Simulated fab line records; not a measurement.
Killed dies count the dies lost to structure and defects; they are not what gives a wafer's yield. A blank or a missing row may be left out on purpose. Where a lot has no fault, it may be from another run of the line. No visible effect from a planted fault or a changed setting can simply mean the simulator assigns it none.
Chamber matching | flow n5 finfet | 4 sister chambers for N5_MOL_CONTACT_COAG_ETCH_89 on rie diel-06
The step etches underlayer in N2/H2, target depth 13 nm, time 10.4 s. 14 wafers are shown with their chamber, then 7 later ones without.

== WAFERS WITH THEIR CHAMBER ==
wafer  | chamber | drypump motor current A (A) | oes product au (a.u.) | showerhead plenum p Torr (Torr)
L074.3 | 3       | 6.5                         | 0.81                  | 2.49
L074.5 | 2       | 5.4                         | 0.62                  | 2.45
L074.6 | 1       | 6.0                         | 0.62                  | 2.52
L079.1 | 3       | 6.5                         | 0.78                  | 2.49
L079.2 | 1       | 6.0                         | 0.62                  | 2.51
L079.3 | 2       | 5.5                         | 0.62                  | 2.45
L082.3 | 0       | 6.7                         | 0.60                  | 2.48
L082.4 | 1       | 6.0                         | 0.61                  | 2.51
L082.6 | 2       | 5.5                         | 0.62                  | 2.44
L084.2 | 2       | 5.5                         | 0.62                  | 2.44
L084.3 | 0       | 6.6                         | 0.60                  | 2.48
L084.4 | 1       | 6.0                         | 0.61                  | 2.51
L085.1 | 2       | 5.5                         | 0.61                  | 2.44
L085.2 | 0       | 6.6                         | 0.60                  | 2.48

SIGNATURES (averages over the wafers above)
reading                  | chamber 0 | chamber 1 | chamber 2 | chamber 3 | scatter within a chamber
drypump motor current A  | 6.633     | 6.000     | 5.480     | 6.500     | 0.0383
oes product au           | 0.6000    | 0.6150    | 0.6180    | 0.7950    | 0.00794
showerhead plenum p Torr | 2.4800    | 2.5125    | 2.4440    | 2.4900    | 0.00442
Rule: a wafer's distance from a chamber is the root of the sum, over the readings, of the square of ((its reading less the chamber's mean) divided by the reading's scatter). If the next closest chamber is less than 2 further off than the closest, the wafer can't be placed; otherwise it belongs to the closest. The scatter is the square root of a quotient: the sum, over the shown wafers, of each reading's squared deviation from its chamber's mean, divided by wafers minus chambers.

== WAFERS WHOSE CHAMBER IS MISSING ==
wafer  | drypump motor current A (A) | oes product au (a.u.) | showerhead plenum p Torr (Torr)
L085.5 | 6.6                         | 0.59                  | 2.48
L090.3 | 5.5                         | 0.60                  | 2.44
L090.4 | 5.5                         | 0.61                  | 2.44
L090.6 | 6.5                         | 0.75                  | 2.48
L093.1 | 5.5                         | 0.59                  | 2.43
L093.4 | 6.5                         | 0.75                  | 2.47
L093.6 | 5.4                         | 0.59                  | 2.43

== WHICH CHAMBER EACH WENT THROUGH ==
wafer  | from the rows above | in truth
L085.5 | 0                   | 0
L090.3 | 2                   | 2
L090.4 | 2                   | 2
L090.6 | 3                   | 3
L093.1 | 2                   | 2
L093.4 | 3                   | 3
L093.6 | 2                   | 2
7 of 7 placed correctly. Number that these rows cannot place: 0. 0 placed wrongly.
